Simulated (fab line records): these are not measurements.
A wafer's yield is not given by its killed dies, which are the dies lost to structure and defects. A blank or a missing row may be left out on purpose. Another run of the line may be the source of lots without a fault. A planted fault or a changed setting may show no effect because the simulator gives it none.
fab line records | flow nandHarc
record: lots: 14 | wafers: 42 | lastDay: 33
route steps=1302 shown A_CONTACT@1101 A_BLC@1116
lots untouched by any fault: they come from a run of this same line in which no faults occurred
startH: hours from the record's first day to the start of the lot's first wafer shown | waitH: hours since the lot's step before | " same as the row above | L1.1+2: a row that stands for several wafers | - either no value or no given start | * or withheld: withheld | < > ~ a bound
route shown NAME@n: names a module that has steps shown in the file, with the first one's number in the route | usual: mean/standard deviation taken from wafers without a fault | same: alike in all rows | chamber/n: place in a boat | sites: readings site by site | _std_site: standard deviation across them | _edge_site: mean of outer sites minus mean of inner sites | radiusMm: how far each site lies from the wafer's centre | mask NAME#n: copy n | behind: the last tool/chamber to shape the wafer | hold: cause of the lot's hold/its duration in hours/its outcome | device: the transistor (n, p or np) that didn't switch | end of line: tests of these same wafers at the route's end | step lacking rows: just its recipe | killed: not the wafer's yield, but the dies lost to structure and defects at the first sort | map: a wafer's dies, x killed, . not, _ none there
set.NAME: the setting as run; set.NAME@STEP: as run at that earlier step | model.NAME: the simulator's own value behind a step, which no gauge read
steps of the route over a sample of lots; a table a step, a row a wafer
services: when a tool's chamber went out of use (startH, in hours from the record's first day, below 0 if earlier), for how many hours, and the reason
== steps ==
step: NHARC_A_CONTACT_ALD_18
recipe: targetThkA: 30 | pulseTimeS: 1 | aldCycles: 150 | tempC: 450 | material: TiN
usual: heaterPowerW: 1094/82 | precursorPulseHeightRel: 1.001/0.02
same: pulseTimeS: 1
lot.wafer | tool        | chamber | startH | waitH | heaterPowerW | precursorPulseHeightRel
L503.2    | aldMetal-03 | 2       | 531.23 | -     | 1285         | 1.008
L503.3    | "           | 3       | "      | "     | 1102         | 0.993
L503.1    | "           | 1       | "      | "     | 1040         | 0.983
L506.1    | aldMetal-02 | 0       | 547.13 | -     | 1155         | 0.986
L506.3    | "           | 3       | "      | "     | 1189         | 0.988
L506.5    | "           | 1       | "      | "     | 933          | 0.971
L507.2    | aldMetal-04 | 1       | 562.54 | -     | 1000         | 1.021
L507.4    | "           | 3       | "      | "     | 1211         | 1.047
L507.5    | "           | 2       | "      | "     | 1051         | 1.020
L508.4    | aldMetal-04 | 1       | 571.05 | -     | 1030         | 1.031
L508.2    | "           | 3       | "      | "     | 1283         | 1.071
L508.5    | "           | 1       | "      | "     | 1051         | 0.972
L509.2    | aldMetal-04 | 1       | 585.92 | -     | 1054         | 0.980
L509.3    | "           | 3       | "      | "     | 1246         | 0.971
L509.6    | "           | 2       | "      | "     | 1076         | 1.008
L513.1    | aldMetal-04 | 0       | 618.15 | -     | 1033         | 0.975
L513.5    | "           | 0       | "      | "     | 1019         | 1.015
L513.6    | "           | 1       | "      | "     | 1019         | 1.013
L511.2    | aldMetal-03 | 0       | 618.77 | -     | 1085         | 1.000
L511.4    | "           | 1       | "      | "     | 1017         | 0.999
L511.6    | "           | 0       | "      | "     | 1118         | 1.011
L514.1    | aldMetal-03 | 0       | 632.42 | -     | 1118         | 0.936
L514.4    | "           | 3       | "      | "     | 1072         | 1.000
L514.5    | "           | 1       | "      | "     | 1047         | 0.991
L517.1    | aldMetal-04 | 0       | 648.75 | -     | 1034         | 0.974
L517.4    | "           | 3       | "      | "     | 1248         | 0.996
L517.6    | "           | 1       | "      | "     | 1046         | 1.020
L520.4    | aldMetal-02 | 0       | 690.92 | -     | 1155         | 1.009
L520.6    | "           | 0       | "      | "     | 1158         | 0.996
L520.5    | "           | 1       | "      | "     | 997          | 0.985
L522.1    | aldMetal-03 | 1       | 718.44 | -     | 1052         | 0.999
L522.4    | "           | 2       | "      | "     | 1231         | 0.992
L522.5    | "           | 2       | "      | "     | 1234         | 0.977
L525.2    | aldMetal-02 | 1       | 726.58 | -     | 985          | 0.982
L525.5    | "           | 1       | "      | "     | 992          | 1.001
L525.6    | "           | 2       | "      | "     | 1053         | 1.026
L523.2    | aldMetal-03 | 1       | 726.98 | -     | 1046         | 0.977
L523.1    | "           | 2       | "      | "     | 1211         | 1.042
L523.4    | "           | 3       | "      | "     | 1120         | 0.990
L524.4    | aldMetal-02 | 2       | 741.43 | -     | 1082         | 1.011
L524.2    | "           | 3       | "      | "     | 1161         | 1.021
L524.6    | "           | 1       | "      | "     | 971          | 1.024
step: NHARC_A_BLC_DEVELOP_09
recipe: developTimeS: 35 | devTempC: 23
usual: chillPlateTempC: 23.01/0.12 | developTimeS: 35/0 | resistLineTempC: 22.99/0.1
lot.wafer | tool          | chamber | startH | waitH | chillPlateTempC | developTimeS | resistLineTempC
L503.1    | lithoTrack-04 | 0       | 533    | -     | 22.87           | 35           | 22.94
L503.2    | "             | 0       | "      | "     | 22.94           | 35           | 22.88
L503.3    | "             | 0       | "      | "     | 23.09           | 35           | 23.00
L506.1    | lithoTrack-06 | 0       | 549    | -     | 22.99           | 35           | 22.98
L506.3    | "             | 0       | "      | "     | 23.08           | 35           | 23.11
L506.5    | "             | 0       | "      | "     | 23.02           | 35           | 23.06
L507.2    | lithoTrack-01 | 0       | 564    | -     | 23.06           | 35           | 22.97
L507.4    | "             | 0       | "      | "     | 23.16           | 35           | 23.11
L507.5    | "             | 0       | "      | "     | 23.18           | 35           | 23.05
L508.2    | lithoTrack-04 | 0       | 572    | -     | 22.83           | 35           | 22.96
L508.4    | "             | 0       | "      | "     | 22.99           | 35           | 23.01
L508.5    | "             | 0       | "      | "     | 22.93           | 35           | 22.82
L509.2    | lithoTrack-06 | 0       | 587    | -     | 23.07           | 35           | 22.95
L509.3    | "             | 0       | "      | "     | 23.27           | 35           | 22.97
L509.6    | "             | 0       | "      | "     | 23.21           | 35           | 23.03
L513.1    | lithoTrack-06 | 0       | 620    | -     | 23.06           | 35           | 23.15
L513.5    | "             | 0       | "      | "     | 22.94           | 35           | 23.01
L513.6    | "             | 0       | "      | "     | 22.97           | 35           | 23.07
L511.2    | lithoTrack-01 | 0       | 620    | -     | 22.83           | 35           | 23.00
L511.4    | "             | 0       | "      | "     | 22.86           | 35           | 23.05
L511.6    | "             | 0       | "      | "     | 22.71           | 35           | 23.00
L514.1    | lithoTrack-01 | -       | 634    | -     | -               | -            | -
L514.4    | "             | -       | "      | "     | -               | -            | -
L514.5    | "             | -       | "      | "     | -               | -            | -
L517.1    | lithoTrack-06 | -       | 650    | -     | -               | -            | -
L517.4    | "             | -       | "      | "     | -               | -            | -
L517.6    | "             | -       | "      | "     | -               | -            | -
L520.4    | lithoTrack-06 | 0       | 692    | -     | 22.87           | 35           | 23.04
L520.5    | "             | 0       | "      | "     | 23.08           | 35           | 22.92
L520.6    | "             | 0       | "      | "     | 22.86           | 35           | 23.12
L522.1    | lithoTrack-06 | 0       | 720    | -     | 23.05           | 35           | 23.08
L522.4    | "             | 0       | "      | "     | 23.06           | 35           | 23.14
L522.5    | "             | 0       | "      | "     | 23.11           | 35           | 23.12
L525.2    | lithoTrack-01 | 0       | 728    | -     | 22.95           | 35           | 22.90
L525.5    | "             | 0       | "      | "     | 22.81           | 35           | 22.98
L525.6    | "             | 0       | "      | "     | 22.83           | 35           | 23.01
L523.1    | lithoTrack-06 | 0       | 728    | -     | 22.91           | 35           | 23.04
L523.2    | "             | 0       | "      | "     | 23.11           | 35           | 22.98
L523.4    | "             | 0       | "      | "     | 22.94           | 35           | 23.06
L524.2    | lithoTrack-04 | 0       | 743    | -     | 23.10           | 35           | 22.95
L524.4    | "             | 0       | "      | "     | 22.87           | 35           | 23.08
L524.6    | "             | 0       | "      | "     | 23.04           | 35           | 23.10
step: NHARC_A_BLC_ETCH_17
recipe: targetDepthA: 3900 | overEtchFrac: 0.25 | timeS: 609.38 | ionEnergyEv: 200 | n2FlowSccm: 150 | h2FlowSccm: 150 | arFlowSccm: 0 | rfW: 400 | biasW: 150 | chemistry: N2/H2
usual: biasW: 150.0/0.42 | drypumpMotorCurrentA: 5.7/0.4 | oesProductAu: 1.003/0.0077 | rfVppV: 429.8/2 | showerheadPlenumPTorr: 2.02/0.066 | throttleValvePct: 14.172/0.0096
lot.wafer | tool       | chamber | startH | waitH | biasW | drypumpMotorCurrentA | oesProductAu | rfHoursCounterH | rfVppV | showerheadPlenumPTorr | throttleValvePct
L503.1    | rieDiel-08 | 0       | -      | -     | 149.8 | 5.1                  | 1.012        | 9               | 429.9  | 2.07                  | 14.166
L503.2    | "          | 1       | "      | "     | 150.0 | 5.7                  | 1.007        | 9               | 426.3  | 1.89                  | 14.159
L503.3    | "          | 3       | "      | "     | 149.3 | 5.6                  | 0.991        | 9               | 429.0  | 1.99                  | 14.173
L506.1    | rieDiel-11 | 3       | -      | -     | 150.1 | 5.9                  | 0.991        | 9               | 432.9  | 2.11                  | 14.169
L506.3    | "          | 2       | "      | "     | 150.0 | 5.8                  | 1.000        | 10              | 428.9  | 1.99                  | 14.167
L506.5    | "          | 3       | "      | "     | 150.7 | 5.9                  | 0.994        | -               | 431.2  | 2.11                  | 14.156
L507.4    | rieDiel-08 | 3       | -      | -     | 151.1 | 5.6                  | 1.017        | 1               | 429.3  | 1.99                  | 14.171
L507.2    | "          | 0       | "      | "     | 148.8 | 5.1                  | 1.008        | 1               | 429.3  | 2.07                  | 14.180
L507.5    | "          | 2       | "      | "     | 149.6 | 6.0                  | 1.000        | -               | 429.9  | 2.04                  | 14.176
L508.4    | rieDiel-11 | 3       | -      | -     | 150.2 | 5.9                  | 1.005        | 11              | 432.3  | 2.11                  | 14.173
L508.2    | "          | 1       | "      | "     | 150.3 | 5.5                  | 1.023        | 10              | 430.8  | 2.03                  | 14.168
L508.5    | "          | 3       | "      | "     | 150.5 | 5.9                  | 1.009        | -               | 432.9  | 2.11                  | 14.185
L509.2    | rieDiel-08 | 3       | -      | -     | 149.3 | 5.6                  | 1.003        | 2               | 428.3  | 1.99                  | 14.178
L509.3    | "          | 0       | "      | "     | 149.8 | 5.1                  | 0.999        | 2               | 432.5  | 2.07                  | 14.176
L509.6    | "          | 3       | "      | "     | 149.8 | 5.6                  | 1.002        | -               | 429.3  | 1.99                  | 14.177
L513.1    | rieDiel-11 | 0       | -      | -     | 150.0 | 6.4                  | 0.996        | 0               | 430.9  | 2.05                  | 14.174
L513.5    | "          | 0       | "      | "     | 150.1 | 6.4                  | 0.995        | -               | 430.3  | 2.05                  | 14.162
L513.6    | "          | 1       | "      | "     | 150.2 | 5.5                  | 1.007        | -               | 430.1  | 2.03                  | 14.168
L511.2    | rieDiel-08 | 1       | -      | -     | 149.5 | 5.7                  | 1.013        | 4               | 426.9  | 1.89                  | 14.165
L511.4    | "          | 0       | "      | "     | 150.3 | 5.0                  | 1.004        | 5               | 430.5  | 2.07                  | 14.168
L511.6    | "          | 2       | "      | "     | 149.7 | 6.0                  | 0.995        | -               | 429.9  | 2.04                  | 14.174
L514.1    | rieDiel-08 | 2       | -      | -     | 149.4 | 6.0                  | 1.003        | 6               | 430.2  | 2.04                  | 14.172
L514.4    | "          | 0       | "      | "     | 149.7 | 5.1                  | 0.996        | -               | 430.4  | 2.07                  | 14.153
L514.5    | "          | 2       | "      | "     | 149.7 | 6.0                  | 0.987        | -               | 430.9  | 2.03                  | 14.166
L517.4    | rieDiel-11 | 3       | -      | -     | 150.4 | 5.9                  | 1.009        | 3               | 432.0  | 2.10                  | 14.162
L517.1    | "          | 0       | "      | "     | 149.5 | 6.4                  | 0.996        | 3               | 430.5  | 2.05                  | 14.172
L517.6    | "          | 2       | "      | "     | 149.8 | 5.8                  | 0.997        | -               | 429.2  | 1.98                  | 14.173
L520.4    | rieDiel-08 | 1       | -      | -     | 150.1 | 5.7                  | 1.008        | 9               | 424.7  | 1.89                  | 14.162
L520.6    | "          | 3       | "      | "     | 150.1 | 5.6                  | 1.011        | -               | 429.1  | 1.99                  | 14.186
L520.5    | "          | 0       | "      | "     | 150.0 | 5.0                  | 1.009        | -               | 431.8  | 2.06                  | 14.169
L522.4    | rieDiel-11 | 3       | -      | -     | 150.1 | 5.9                  | 1.003        | 9               | 432.0  | 2.10                  | 14.162
L522.1    | "          | 0       | "      | "     | 150.0 | 6.4                  | 0.997        | 8               | 431.2  | 2.04                  | 14.182
L522.5    | "          | 1       | "      | "     | 149.2 | 5.5                  | 1.006        | -               | 430.9  | 2.03                  | 14.166
L525.2    | rieDiel-11 | 1       | -      | -     | 149.9 | 5.5                  | 1.002        | 9               | 431.3  | 2.03                  | 14.174
L525.6    | "          | 2       | "      | "     | 150.0 | 5.8                  | 0.994        | -               | 429.4  | 1.98                  | 14.181
L525.5    | "          | 3       | "      | "     | 149.4 | 5.9                  | 1.004        | -               | 433.0  | 2.10                  | 14.179
L523.2    | rieDiel-13 | 2       | -      | -     | 149.5 | 4.8                  | 1.014        | 4               | 427.9  | 1.92                  | 14.186
L523.1    | "          | 0       | "      | "     | 150.5 | 6.5                  | 0.999        | 12              | 427.6  | 1.94                  | 14.176
L523.4    | "          | 1       | "      | "     | 150.3 | 6.6                  | 1.010        | 12              | 430.8  | 2.06                  | 14.158
L524.2    | rieDiel-08 | 2       | -      | -     | 150.3 | 6.0                  | 1.007        | 1               | 429.9  | 2.03                  | 14.163
L524.4    | "          | 0       | "      | "     | 149.1 | 5.1                  | 0.997        | 1               | 430.7  | 2.06                  | 14.177
L524.6    | "          | 1       | "      | "     | 150.8 | 5.7                  | 1.007        | -               | 425.9  | 1.89                  | 14.165
step: NHARC_A_BLC_ETCH_18
recipe: targetDepthA: 9100 | c4f8FlowSccm: 20 | o2FlowSccm: 10 | arFlowSccm: withheld | rfW: 600 | biasW: 1500 | chemistry: C4F8/O2/Ar
usual: biasW: 1500/4.2 | oesProductAu: 0.951/0.024 | rfVppV: 977/4.3
lot.wafer | tool       | chamber | startH | waitH | biasW | oesProductAu | rfHoursCounterH | rfVppV
L503.3    | rieDiel-08 | 2       | -      | -     | 1495  | 0.916        | 10              | 979
L503.2    | "          | 3       | "      | "     | 1498  | 0.931        | 9               | 975
L503.1    | "          | 1       | "      | "     | 1503  | 0.929        | 10              | 968
L506.1    | rieDiel-11 | 2       | -      | -     | 1503  | 0.983        | 10              | 975
L506.3    | "          | 1       | "      | "     | 1497  | 0.992        | 8               | 977
L506.5    | "          | 2       | "      | "     | 1499  | 0.981        | -               | 974
L507.4    | rieDiel-08 | 3       | -      | -     | 1505  | 0.998        | 1               | 975
L507.2    | "          | 1       | "      | "     | 1497  | 0.962        | 1               | 969
L507.5    | "          | 3       | "      | "     | 1501  | 0.985        | -               | 976
L508.4    | rieDiel-11 | 3       | -      | -     | 1500  | 0.982        | 11              | 983
L508.2    | "          | 0       | "      | "     | 1501  | 0.968        | 10              | 979
L508.5    | "          | 0       | "      | "     | 1501  | 0.955        | -               | 979
L509.2    | rieDiel-08 | 1       | -      | -     | 1497  | 0.956        | 2               | 969
L509.3    | "          | 3       | "      | "     | 1498  | 0.970        | 3               | 975
L509.6    | "          | 2       | "      | "     | 1507  | 0.959        | -               | 976
L513.1    | rieDiel-11 | 1       | -      | -     | 1496  | 0.982        | 0               | 978
L513.5    | "          | 3       | "      | "     | 1501  | 0.956        | -               | 982
L513.6    | "          | 0       | "      | "     | 1505  | 0.947        | -               | 979
L511.2    | rieDiel-08 | 1       | -      | -     | 1494  | 0.952        | 5               | 968
L511.4    | "          | 2       | "      | "     | 1500  | 0.948        | 5               | 978
L511.6    | "          | 0       | "      | "     | 1499  | 0.969        | -               | 979
L514.1    | rieDiel-08 | 0       | -      | -     | 1500  | 0.926        | 6               | 980
L514.5    | "          | 3       | "      | "     | 1504  | 0.933        | -               | 976
L514.4    | "          | 0       | "      | "     | 1500  | 0.922        | -               | 980
L517.1    | rieDiel-11 | 3       | -      | -     | 1499  | 0.979        | 3               | 981
L517.4    | "          | 0       | "      | "     | 1495  | 0.966        | 3               | 978
L517.6    | "          | 1       | "      | "     | 1497  | 0.961        | -               | 978
L520.4    | rieDiel-08 | 1       | -      | -     | 1505  | 0.980        | 9               | 969
L520.6    | "          | 0       | "      | "     | 1501  | 0.981        | -               | 981
L520.5    | "          | 1       | "      | "     | 1496  | 0.974        | -               | 969
L522.1    | rieDiel-11 | 2       | -      | -     | 1502  | 0.975        | 10              | 976
L522.4    | "          | 0       | "      | "     | 1492  | 0.940        | 8               | 977
L522.5    | "          | 2       | "      | "     | 1498  | 0.963        | -               | 975
L525.2    | rieDiel-11 | 3       | -      | -     | 1499  | 0.920        | 10              | 981
L525.5    | "          | 0       | "      | "     | 1498  | 0.918        | -               | 980
L525.6    | "          | 1       | "      | "     | 1505  | 0.926        | -               | 979
L523.2    | rieDiel-13 | 2       | -      | -     | 1502  | 0.971        | 4               | 971
L523.4    | "          | 3       | "      | "     | 1509  | 0.969        | 11              | 986
L523.1    | "          | 0       | "      | "     | 1505  | 0.970        | 12              | 971
L524.2    | rieDiel-08 | 2       | -      | -     | 1491  | 0.964        | 1               | 978
L524.4    | "          | 1       | "      | "     | 1493  | 0.982        | 1               | 969
L524.6    | "          | 3       | "      | "     | 1497  | 0.969        | -               | 975
== services ==
tool          | chamber | startH | hours | kind
rieDiel-11    | 1       | 509.15 | 2.6   | repair
aldMetal-04   | 3       | 516.55 | 8.1   | repair
lithoTrack-06 | -       | 529.00 | 7.0   | pm
rieDiel-11    | 0       | 531.12 | 12.0  | repair
rieDiel-08    | -       | 544.80 | 9.0   | pm
aldMetal-03   | -       | 548.15 | 1.0   | repair
lithoTrack-04 | -       | 553.00 | 7.0   | pm
aldMetal-02   | 0       | 555.16 | 17.7  | repair
aldMetal-03   | -       | 568.00 | 10.0  | pm
aldMetal-03   | 3       | 596.61 | 4.6   | repair
aldMetal-02   | -       | 603.59 | 0.8   | repair
rieDiel-11    | -       | 609.50 | 9.0   | pm
aldMetal-02   | -       | 610.00 | 10.0  | pm
rieDiel-08    | 3       | 622.53 | 9.8   | repair
rieDiel-08    | 1       | 633.67 | 10.1  | repair
rieDiel-08    | 1       | 644.34 | 4.9   | repair
aldMetal-04   | -       | 652.00 | 10.0  | pm
rieDiel-08    | 3       | 653.73 | 4.9   | repair
aldMetal-03   | 2       | 661.79 | 5.4   | repair
lithoTrack-01 | -       | 680.00 | 7.0   | pm
aldMetal-03   | 3       | 695.73 | 8.5   | repair
rieDiel-11    | 0       | 698.12 | 3.8   | repair
lithoTrack-06 | -       | 704.00 | 7.0   | pm
rieDiel-11    | 1       | 704.28 | 14.6  | repair
== key ==
firstSign: step: NHARC_A_BLC_DEVELOP_09 | reading: toolRecord | direction: missing
effect none on later readings
metAt NHARC_A_BLC_DEVELOP_09
struckLots L514,L517
laterRowsLeftOut L514.1,L514.4,L514.5,L517.1,L517.4,L517.6
sortLeftOut L514.1,L514.4,L514.5,L517.1,L517.4,L517.6
testerLeftOut L514,L517
notActingAt NHARC_A_CONTACT_ALD_18,NHARC_A_BLC_ETCH_17,NHARC_A_BLC_ETCH_18
onsetBetween 620 634
fault: kind: skippedStepWhole | tool: lithoTrack-01,lithoTrack-06 | chamber: - | onsetH: 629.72 | steps: NHARC_A_BLC_DEVELOP_09 | scope: struckLotsOnly
testerLeftOut: of these lots the tester's yield and bins aren't shown, on N5 and GAA mostly nor the transistor test; their killed dies are dies lost to structure and defects alone, not to doping, threshold or leakage, so they don't give the yield
sortLeftOut: the simulated sort isn't trusted on such a fault, so these wafers' sort isn't shown, and their yield isn't known
laterRowsLeftOut: the simulator's readings of these wafers behind a module that went badly wrong aren't trusted and aren't shown, but for the sort
